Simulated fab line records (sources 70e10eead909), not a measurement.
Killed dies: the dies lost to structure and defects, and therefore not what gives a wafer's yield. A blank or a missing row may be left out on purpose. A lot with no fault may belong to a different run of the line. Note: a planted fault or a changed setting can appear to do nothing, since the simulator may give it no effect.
A single fault, viewed from 2 desks | flow nand harc | numbers are kept per desk, each desk with only its own; the story behind them comes last

== FOR THE TOOL OWNER'S DESK: rie metal-03 ==
The tool's own readings at NHARC_THIN_TSV_ETCH_59 (etches the open film in Cl2/BCl3, target depth 880 nm, time 138.1 s): means of the sampled wafers that have a number, for each lot that ran on this tool. If a lot's mean is further than 4 standard deviations from the usual mean, the lot is out of limits and carries the mark OUT (the distance appears in the brackets).
Columns: A = drypump motor current A at NHARC_THIN_TSV_ETCH_59, usual 5.8 A; B = mfc cl2 sccm at NHARC_THIN_TSV_ETCH_59, usual 59.97 sccm; C = oes product au at NHARC_THIN_TSV_ETCH_59, usual 0.997 a.u.; D = rf fwd power W at NHARC_THIN_TSV_ETCH_59, usual 896 W; E = throttle valve pct at NHARC_THIN_TSV_ETCH_59, usual 22.263 %
lot  | first seen here | A   | B     | C               | D   | E
L418 | day 25 05:34    | 6.6 | 59.88 | 0.990           | 895 | 22.270
L433 | day 31 22:13    | 6.0 | 60.00 | 0.813 (-22) OUT | 892 | 22.267
L434 | day 32 18:20    | 6.2 | 59.94 | 0.816 (-22) OUT | 894 | 22.266
This desk's verdict: out of limits on L433, L434, starting with L433 at day 31 22:13 (oes product au at NHARC_THIN_TSV_ETCH_59). Within limits: L418.

== AT THE METROLOGY DESK ==
What the gauges read for every lot (on any tool): the sampled wafers with a number, averaged. If a lot's mean is further than 4 standard deviations from the usual mean, the lot is out of limits and carries the mark OUT (the distance appears in the brackets).
Columns: A = cd nm at NHARC_THIN_TSV_CD_MEAS_37, usual 5000.2 nm
lot  | first seen here | A
L417 | day 24 19:04    | 5002.9
L414 | day 24 20:13    | 4996.6
L418 | day 25 06:41    | 5001.3
L419 | day 25 07:40    | 5000.4
L423 | day 28 07:23    | 5002.1
L424 | day 28 13:31    | 5000.6
L431 | day 31 03:04    | 5002.3
L433 | day 31 23:28    | 5009.6
L434 | day 32 19:29    | 5013.2 (+5.0) OUT
L436 | day 32 20:44    | 5001.5
L435 | day 33 02:06    | 5000.3
L437 | day 33 21:22    | 4999.7
This desk's verdict: out of limits on L434, starting with L434 at day 32 19:29 (cd nm at NHARC_THIN_TSV_CD_MEAS_37). Within limits: L417, L414, L418, L419, L423, L424, L431, L433, L436, L435, L437.

== BROUGHT TOGETHER ==
The tool owner's desk had the chance to raise an alarm at day 31 22:13 on L433, L434.
At day 32 19:29 the metrology desk could have sounded an alarm, on L434.
The metrology desk has L433 on record, within its limits.
Of the lots named, all ran NHARC_THIN_TSV_ETCH_59 on rie metal-03.

== WHAT THE SIMULATOR HAD INSERTED ==
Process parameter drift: rie metal-03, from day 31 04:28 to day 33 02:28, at NHARC_THIN_TSV_ETCH_59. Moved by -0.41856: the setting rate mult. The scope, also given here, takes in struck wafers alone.
Lots struck among those shown: L433, L434.
Fault start to first reading out of limits, in hours, per desk: tool owner, 18; metrology, 39.
